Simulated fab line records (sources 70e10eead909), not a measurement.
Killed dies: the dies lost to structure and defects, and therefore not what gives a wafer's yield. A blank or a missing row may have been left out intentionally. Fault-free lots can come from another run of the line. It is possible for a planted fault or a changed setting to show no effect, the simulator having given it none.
A struck lot beside a sound one || flow nand_harc || 13 out of 1159 route steps
Sound: the wafers L253.2, L253.4, L253.6. Struck: wafer L262.2 (L262.1, L262.6, from the same lot, were not struck and are left out); the cause is given at the end.
At each step with rows: each side's tool, then ch and its chambers, then its first start. Under that, the readings that differ: sound wafers || struck wafers || difference of the means || sigmas: that difference in standard deviations of wafers without a fault.
alike: readings whose means differ by less than 2 such deviations, and words and numbers that are the same on both sides. not compared: withheld readings, readings that some wafer has no value for, bounds like >300 that may hide the same value, and numbers for which the record gives no deviation and whose values overlap.
Wherever a step has rows on one side only, a row that says differs or no value, or a row with sigmas, the two part there. Non-overlapping numbers with no deviation appear without sigmas and do not part them. A reading missing from all wafers of one side parts the sides only when that side holds two or more wafers.

first, 2 steps without rows for these wafers: NHARC_A_ONON_D1_ANNEAL_15 (time 3600 s); NHARC_A_ONON_D1_DEP_16 (target thk 1000 nm).
NHARC_A_ONON_D1_THK_MEAS_18: measures by ellipsometry.
  sound on film_metro-01 at day 8 21:13; struck on film_metro-02 at day 11 01:56
  alike: thk_nm
next comes 1 step that has no rows for these wafers: NHARC_A_ONON_D1_DEP_19 (target thickness 1000 nm).
NHARC_A_ONON_D1_THK_MEAS_21: measures by ellipsometry.
  sound on film_metro-02 at day 8 21:46; struck on film_metro-01 at day 11 02:29
  alike: thk_nm
next comes 1 step that has no rows for these wafers: NHARC_A_ONON_D1_DEP_22 (target thickness 1000 nm).
NHARC_A_ONON_D1_THK_MEAS_24: measures by ellipsometry.
  sound on film_metro-02 at day 8 22:20; struck on film_metro-01 at day 11 03:03
  alike: thk_nm
next comes 1 step that has no rows for these wafers: NHARC_A_ONON_D1_DEP_25 (target thickness 1000 nm).
NHARC_A_ONON_D1_THK_MEAS_27: measures by ellipsometry.
  sound on film_metro-01 at day 8 22:54; struck on film_metro-02 at day 11 03:39
  alike: thk_nm
next comes 1 step that has no rows for these wafers: NHARC_A_ONON_D1_DEP_28 (target thickness 1000 nm).
NHARC_A_ONON_D1_THK_MEAS_30: measures by ellipsometry.
  sound on film_metro-01 at day 8 23:28; struck on film_metro-01 at day 11 04:13
  alike: thk_nm
NHARC_A_ONON_D1_DEP_33: deposits SiO2, target thk 200 nm.
  sound on pecvd-02 ch 0,1,2, day 8 23:34; struck on pecvd-03 ch 2, day 11 04:16
{"reading": "rf_fwd_power_W (W)", "sound": "901.7 891.0 901.4", "struck": 1255.3, "difference": "+357.3", "sigmas": "+99 or more"}
  alike: heater_power_outer_w, heater_power_w, throttle_valve_pct
NHARC_A_ONON_D1_THK_MEAS_34: measures by ellipsometry.
  sound on film_metro-02 at day 8 23:57; struck on film_metro-02 at day 11 04:41
{"reading": "thk_nm (nm)", "sound": "200.5 200.9 202.8", "struck": 222.7, "difference": "+21.3", "sigmas": "+8"}

## WHERE THEY PART
At NHARC_A_ONON_D1_DEP_33 first; at NHARC_A_ONON_D1_THK_MEAS_34 last (within this record only).

WHY: the cause the simulator had injected
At NHARC_A_ONON_D1_DEP_33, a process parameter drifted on pecvd-03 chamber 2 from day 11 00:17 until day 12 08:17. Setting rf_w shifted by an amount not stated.
